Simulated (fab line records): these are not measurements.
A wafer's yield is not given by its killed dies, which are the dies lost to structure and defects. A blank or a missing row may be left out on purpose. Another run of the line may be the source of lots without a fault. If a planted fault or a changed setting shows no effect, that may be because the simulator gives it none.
fab line records	flow nand-harc
record lots=13	wafers=39	last-day=35
route steps=1302 shown A_ZERO_WELL@404 A_ONON_D1@425 A_CHANNEL_HOLE_D1@451
lots untouched by any fault: they come from a run of this same line in which no faults occurred
start-h: hours from the record's opening day to when the first of the lot's shown wafers began	wait-h: hours from the lot's prior step to this one	" repeats the value in the row above	L1.1+2: several wafers, shown together as one row	- value missing, or start not given	* or withheld: withheld	< > ~ a bound
route shown NAME@n: names a module that has steps shown in the file, with the first one's number in the route	usual: mean/standard deviation of fault-free wafers	same: alike in all rows	chamber/n: place in a boat	sites: each site's reading	_std_site: the standard deviation of these	_edge_site: inner sites' mean taken away from outer sites' mean	radius-mm: how far each site lies from the wafer's centre	mask NAME#n: copy n	behind: tool/chamber where the wafer was last shaped	hold: the reason the lot was held/the length of the hold in hours/how it ended	device: whichever transistor did not switch (one of n, p or np)	end of line: tests run on the same wafers once the route is complete	a step without rows: its recipe alone	killed: the dies lost at the first sort to structure and to defects; this is not the yield of the wafer	map: a wafer's dies, marking killed ones x, the rest . and places with no die _
set.NAME: setting as actually run; set.NAME@STEP: the setting as run at that earlier step	model.NAME: the simulator's own value behind a step, which no gauge read
steps of the route over a sample of lots; a table a step, a row a wafer
services: from which hour (start-h, from the record's first day; less than 0 if before it) a tool's chamber was out of use, for how many hours, and why
## steps
# step NHARC_A_ZERO_WELL_ETCH_19
# recipe target-depth-a=800	overetch-a=240	time-s=87.88	ion-energy-ev=200	n2-flow-sccm=150	h2-flow-sccm=150	ar-flow-sccm=0	rf-w=400	bias-w=150	chemistry=N2/H2
# usual drypump-motor-current-A=5.7/0.56	oes-product-au=0.996/0.0091	rf-vpp-V=431.1/2.6	showerhead-plenum-p-Torr=2.06/0.084	throttle-valve-pct=14.172/0.0095
lot.wafer	tool	chamber	start-h	wait-h	drypump-motor-current-A	oes-product-au	rf-hours-counter-h	rf-vpp-V	showerhead-plenum-p-Torr	throttle-valve-pct
L284.2	rie-diel-08	1	140.10	0.1	5.1	1.009	4	428.7	1.99	14.166
L284.6	"	2	"	"	6.7	1.010	-	431.2	2.06	14.184
L284.5	"	3	"	"	5.4	1.003	-	433.0	2.10	14.164
L288.1	rie-diel-08	3	177.01	0.1	5.5	1.001	4	431.6	2.10	14.161
L288.2	"	0	"	"	5.8	1.006	4	434.5	2.18	14.187
L288.3	"	2	"	"	6.7	0.994	5	430.3	2.06	14.178
L290.2	rie-diel-08	2	203.26	0.1	6.7	0.989	0	431.5	2.06	14.159
L290.1	"	0	"	"	5.8	0.982	0	433.5	2.18	14.160
L290.5	"	2	"	"	6.7	0.988	-	430.5	2.06	14.163
L292.2	rie-diel-08	1	230.00	0.1	5.1	0.988	1	428.8	1.99	14.189
L292.1	"	3	"	"	5.6	0.984	1	431.3	2.10	14.153
L292.6	"	1	"	"	5.1	1.006	-	428.8	1.99	14.178
L293.2	rie-diel-08	1	233.40	0.1	5.1	1.008	1	428.7	1.99	14.155
L293.6	"	0	"	"	5.8	1.000	-	433.9	2.17	14.177
L293.5	"	1	"	"	5.1	1.008	-	428.9	1.99	14.167
L294.4	rie-diel-08	3	241.46	0.1	5.6	1.000	2	432.6	2.10	14.175
L294.2	"	0	"	"	5.8	0.991	2	434.7	2.18	14.170
L294.6	"	2	"	"	6.7	1.005	-	430.0	2.06	14.162
L295.3	rie-diel-08	1	245.69	0.1	5.1	1.010	2	428.9	1.99	14.162
L295.6	"	3	"	"	5.5	0.990	-	432.2	2.10	14.182
L295.5	"	0	"	"	5.8	0.987	-	435.6	2.18	14.183
L298.1	rie-diel-09	0	284.61	0.1	5.2	1.005	24	428.9	2.00	14.177
L298.2	"	1	"	"	6.0	0.993	24	426.6	1.90	14.170
L298.4	"	3	"	"	5.5	0.997	20	424.7	1.88	14.176
L301.1	rie-diel-08	0	309.08	0.1	5.8	0.984	4	435.2	2.17	14.169
L301.4	"	2	"	"	6.7	0.998	3	430.0	2.06	14.167
L301.5	"	1	"	"	5.1	0.995	-	429.4	1.99	14.176
L302.1	rie-diel-08	0	327.44	0.1	5.8	0.987	4	434.7	2.17	14.171
L302.3	"	1	"	"	5.1	1.004	4	430.1	1.99	14.168
L302.5	"	1	"	"	5.1	0.998	-	428.7	1.99	14.170
L303.3	rie-diel-09	2	331.21	0.1	4.7	1.003	0	427.4	1.92	14.168
L303.6	"	3	"	"	5.6	0.994	-	426.2	1.88	14.156
L303.5	"	0	"	"	5.2	1.021	-	430.0	2.00	14.173
L304.2	rie-diel-08	1	337.10	0.1	5.1	1.007	4	429.3	1.99	14.174
L304.4	"	2	"	"	6.7	1.000	4	430.8	2.06	14.180
L304.5	"	2	"	"	6.7	0.998	-	431.7	2.06	14.175
L305.3	rie-diel-08	2	354.47	0.1	6.6	1.005	5	430.6	2.06	14.158
L305.6	"	1	"	"	5.1	1.000	-	428.3	1.99	14.178
L305.5	"	2	"	"	6.6	1.003	-	431.9	2.06	14.169
# step NHARC_A_ONON_D1_THK_MEAS_02
# recipe thk-meas-gauge=ellipsometry
# usual thk-nm=1002/7.1
lot.wafer	tool	chamber	start-h	wait-h	thk-nm
L284.2	film-metro-01	-	166.42	-	999
L284.5	"	-	"	"	998
L284.6	"	-	"	"	998
L288.1	film-metro-02	-	200.49	-	1006
L288.2	"	-	"	"	1007
L288.3	"	-	"	"	1006
L290.1	film-metro-01	-	225.58	-	985
L290.2	"	-	"	"	987
L290.5	"	-	"	"	985
L292.1	film-metro-02	-	252.24	-	998
L292.2	"	-	"	"	999
L292.6	"	-	"	"	998
L293.2	film-metro-02	-	257.15	-	990
L293.5	"	-	"	"	987
L293.6	"	-	"	"	990
L295.3	film-metro-02	-	268.06	-	1001
L295.5	"	-	"	"	1002
L295.6	"	-	"	"	1002
L294.2	film-metro-01	-	268.08	-	1011
L294.4	"	-	"	"	1013
L294.6	"	-	"	"	1014
L298.1	film-metro-02	-	304.97	-	1009
L298.2	"	-	"	"	1007
L298.4	"	-	"	"	1007
L301.1	film-metro-02	-	332.26	-	1001
L301.4	"	-	"	"	1000
L301.5	"	-	"	"	998
L303.3	film-metro-01	-	349.78	-	1005
L303.5	"	-	"	"	1004
L303.6	"	-	"	"	1005
L302.1	film-metro-02	-	349.79	-	1002
L302.3	"	-	"	"	1003
L302.5	"	-	"	"	1003
L304.2	film-metro-02	-	358.86	-	1002
L304.4	"	-	"	"	1002
L304.5	"	-	"	"	1002
L305.3	film-metro-01	-	376.40	-	997
L305.5	"	-	"	"	997
L305.6	"	-	"	"	997
# step NHARC_A_ONON_D1_DEP_19
# recipe target-thk-a=10000	n2-flow-sccm=2750	n2o-flow-sccm=2000	nh3-flow-sccm=500	sih4-flow-sccm=210	temp-c=400
lot.wafer	tool	chamber	start-h	wait-h
L284.2+5+6	pecvd-onon-03	0	178.17	0.1
L288.1+2+3	pecvd-onon-02	0	210.65	0.1
L290.1+2+5	pecvd-onon-02	0	236.37	0.1
L292.1+2+6	pecvd-onon-04	0	264.98	0.1
L293.2+5+6	pecvd-onon-03	0	265.04	0.1
L294.2+4+6	pecvd-onon-04	0	278.29	0.1
L295.3+5+6	pecvd-onon-03	0	278.30	0.2
L298.1+2+4	pecvd-onon-03	0	315.18	0.2
L301.1+4+5	pecvd-onon-03	0	342.38	0.1
L302.1+3+5	pecvd-onon-03	0	360.18	0.1
L303.3+5+6	pecvd-onon-04	0	360.32	0.2
L304.2+4+5	pecvd-onon-04	0	369.07	0.1
L305.3+5+6	pecvd-onon-03	0	386.32	0.2
# step NHARC_A_ONON_D1_THK_MEAS_21
# recipe thk-meas-gauge=ellipsometry
# usual thk-nm=999/8.2
lot.wafer	tool	chamber	start-h	wait-h	thk-nm
L284.2	film-metro-02	-	178.62	-	993
L284.5	"	-	"	"	992
L284.6	"	-	"	"	991
L288.1	film-metro-02	-	211.16	-	995
L288.2	"	-	"	"	993
L288.3	"	-	"	"	995
L290.1	film-metro-02	-	236.88	-	968
L290.2	"	-	"	"	969
L290.5	"	-	"	"	967
L293.2	film-metro-02	-	265.49	-	992
L293.5	"	-	"	"	994
L293.6	"	-	"	"	993
L292.1	film-metro-01	-	265.49	-	1007
L292.2	"	-	"	"	1005
L292.6	"	-	"	"	1006
L295.3	film-metro-01	-	278.70	-	997
L295.5	"	-	"	"	996
L295.6	"	-	"	"	997
L294.2	film-metro-02	-	278.74	-	1006
L294.4	"	-	"	"	1009
L294.6	"	-	"	"	1007
L298.1	film-metro-01	-	315.68	-	1012
L298.2	"	-	"	"	1011
L298.4	"	-	"	"	1012
L301.1	film-metro-01	-	342.89	-	1003
L301.4	"	-	"	"	1003
L301.5	"	-	"	"	1005
L302.1	film-metro-02	-	360.69	-	1010
L302.3	"	-	"	"	1012
L302.5	"	-	"	"	1010
L303.3	film-metro-01	-	360.71	-	985
L303.5	"	-	"	"	984
L303.6	"	-	"	"	985
L304.2	film-metro-01	-	369.53	-	996
L304.4	"	-	"	"	996
L304.5	"	-	"	"	998
L305.3	film-metro-01	-	386.71	-	998
L305.5	"	-	"	"	999
L305.6	"	-	"	"	999
# step NHARC_A_CHANNEL_HOLE_D1_DEP_01
# recipe target-thk-a=1400	target-thk-nm=140	temp-c=400	pressure-torr=3.5	flow-sccm=200	rf-w=350	material=SiON
# usual heater-power-w=738/96
lot.wafer	tool	chamber	start-h	wait-h	heater-power-w
L284.2	pecvd-01	1	186.59	1.3	710
L284.6	"	1	"	"	704
L284.5	"	0	"	"	762
L288.1	pecvd-04	1	215.41	1.6	729
L288.3	"	2	"	"	814
L288.2	"	0	"	"	731
L290.2	pecvd-03	2	242.68	1.3	600
L290.1	"	0	"	"	564
L290.5	"	2	"	"	626
L292.2	pecvd-03	1	269.94	1.3	584
L292.1	"	0	"	"	637
L292.6	"	0	"	"	670
L293.2	pecvd-01	2	271.87	1.3	826
L293.5	"	0	"	"	825
L293.6	"	1	"	"	678
L295.3	pecvd-04	1	283.78	1.0	812
L295.5	"	2	"	"	818
L295.6	"	0	"	"	825
L294.2	pecvd-03	0	286.42	1.4	634
L294.4	"	1	"	"	584
L294.6	"	0	"	"	654
L298.2	pecvd-04	2	320.72	2.1	886
L298.1	"	1	"	"	825
L298.4	"	2	"	"	894
L301.1	pecvd-01	0	348.81	1.7	763
L301.4	"	2	"	"	809
L301.5	"	0	"	"	771
L302.1	pecvd-04	1	368.86	1.6	845
L302.3	"	2	"	"	895
L302.5	"	2	"	"	904
L303.3	pecvd-01	0	370.82	1.0	750
L303.6	"	2	"	"	749
L303.5	"	0	"	"	754
L304.2	pecvd-04	2	379.16	1.5	868
L304.5	"	0	"	"	800
L304.4	"	2	"	"	889
L305.3	pecvd-04	2	392.04	1.0	866
L305.5	"	1	"	"	754
L305.6	"	0	"	"	815
## services
tool	chamber	start-h	hours	kind
rie-diel-08	0	123.81	8.2	repair
pecvd-03	-	128.27	1.4	repair
pecvd-onon-04	-	130.30	13.0	pm
pecvd-01	-	130.34	13.0	pm
rie-diel-09	-	143.10	9.0	pm
rie-diel-09	3	155.93	7.5	repair
pecvd-03	-	165.38	1.0	repair
pecvd-01	-	169.81	0.5	repair
rie-diel-08	2	185.39	4.5	repair
pecvd-03	-	185.43	13.0	pm
rie-diel-08	-	190.84	9.0	pm
pecvd-01	-	213.21	1.0	repair
pecvd-onon-03	-	227.00	13.0	pm
pecvd-03	-	240.43	0.8	repair
pecvd-04	-	269.13	13.0	pm
rie-diel-08	1	269.53	2.1	repair
pecvd-03	-	277.30	0.9	repair
pecvd-onon-03	-	306.54	2.1	repair
pecvd-onon-04	-	311.39	13.0	pm
pecvd-01	-	328.99	13.0	pm
rie-diel-08	0	360.17	11.4	repair
pecvd-03	1	361.79	13.5	repair
pecvd-03	-	366.43	13.0	pm
rie-diel-08	-	367.84	9.0	pm
## key
first-sign step=NHARC_A_ONON_D1_THK_MEAS_21	reading=thk-nm	direction=down	sigmas=3.8	usual=999	struck=968
effect none on later readings
met-at NHARC_A_ONON_D1_DEP_19
struck-lots L290
rows-end L290.1,L290.2,L290.5
not-acting-at NHARC_A_ZERO_WELL_ETCH_19,NHARC_A_ONON_D1_THK_MEAS_02,NHARC_A_CHANNEL_HOLE_D1_DEP_01
onset-between 210.65 236.37
fault kind=process-parameter-drift	tool=pecvd-onon-02	chamber=-	onset-h=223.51	steps=NHARC_A_ONON_D1_DEP_19	channel=target-thk-a	offset=*	shape=step	acts-in=*	stated=*
# rows-end: these wafers met a further fault down the route, and their rows from its step on are left out
